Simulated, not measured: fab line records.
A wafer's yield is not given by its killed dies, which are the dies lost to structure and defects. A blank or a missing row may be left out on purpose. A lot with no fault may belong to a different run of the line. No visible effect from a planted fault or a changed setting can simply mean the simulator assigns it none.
Chamber matching    flow nandHarc    NHARC_A_CHANNEL_FILL_D2_ALD_14 on aldHk-03 has 4 sister chambers
The step deposits SiO2, target thk 2.5 nm, pulse time 10 s, ald cycles 25. 18 wafers are shown with their chamber, then 9 later ones without.

## WAFERS WITH THEIR CHAMBER
wafer   chamber  heaterPowerW (W)  precursorPulseHeightRel  susceptorTempC (C)
L074.1  0        527               1.010                    300.19
L074.2  3        586               0.972                    300.22
L074.6  2        490               0.978                    300.14
L075.1  1        569               1.034                    300.08
L075.4  3        584               0.988                    299.86
L075.5  0        518               1.001                    300.15
L077.2  3        574               0.983                    299.94
L077.4  1        563               0.990                    299.81
L077.5  0        520               0.981                    300.07
L079.2  2        490               1.033                    300.06
L079.4  1        566               0.998                    300.06
L079.5  2        489               1.002                    300.27
L090.2  0        524               1.015                    300.20
L090.4  2        493               0.977                    300.24
L090.5  0        539               1.041                    300.08
L092.2  2        509               1.029                    300.18
L092.4  0        548               0.997                    300.03
L092.6  0        540               0.986                    299.74

SIGNATURES (averages over the wafers above)
reading                  chamber 0  chamber 1  chamber 2  chamber 3  scatter within a chamber
heaterPowerW             530.86     566.00     494.20     581.33     9.15
precursorPulseHeightRel  1.00443    1.00733    1.00380    0.98100    0.0216
susceptorTempC           300.0657   299.9833   300.1780   300.0067   0.145
Rule: a wafer's distance from a chamber is the root of the sum, over the readings, of the square of ((its reading less the chamber's mean) divided by the reading's scatter). If the next closest chamber is less than 2 further off than the closest, the wafer can't be placed; otherwise it belongs to the closest. The scatter is the square root of a quotient: the sum, over the shown wafers, of each reading's squared deviation from its chamber's mean, divided by wafers minus chambers.

## WAFERS WITHOUT THEIR CHAMBER
wafer   heaterPowerW (W)  precursorPulseHeightRel  susceptorTempC (C)
L093.1  503               1.007                    300.08
L093.2  500               1.025                    300.11
L093.5  509               1.008                    299.87
L095.1  483               1.041                    300.23
L095.2  536               1.001                    299.70
L095.6  516               0.990                    299.77
L097.1  503               0.997                    299.90
L097.3  557               1.007                    299.80
L097.5  569               0.978                    299.87

## WHICH CHAMBER EACH WENT THROUGH
wafer   from the rows above           in truth
L093.1  can't be placed: 2 or 0       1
L093.2  2                             2
L093.5  can't be placed: 2 or 0       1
L095.1  2                             2
L095.2  can't be placed: 0 or 1       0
L095.6  can't be placed: 0 or 2       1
L097.1  can't be placed: 2 or 0       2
L097.3  can't be placed: 1 or 3 or 0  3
L097.5  can't be placed: 1 or 3       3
2 of 9 placed correctly. Can't be placed from these rows: 7 (the true chamber is among the candidates in 4). Placed wrongly: 0.
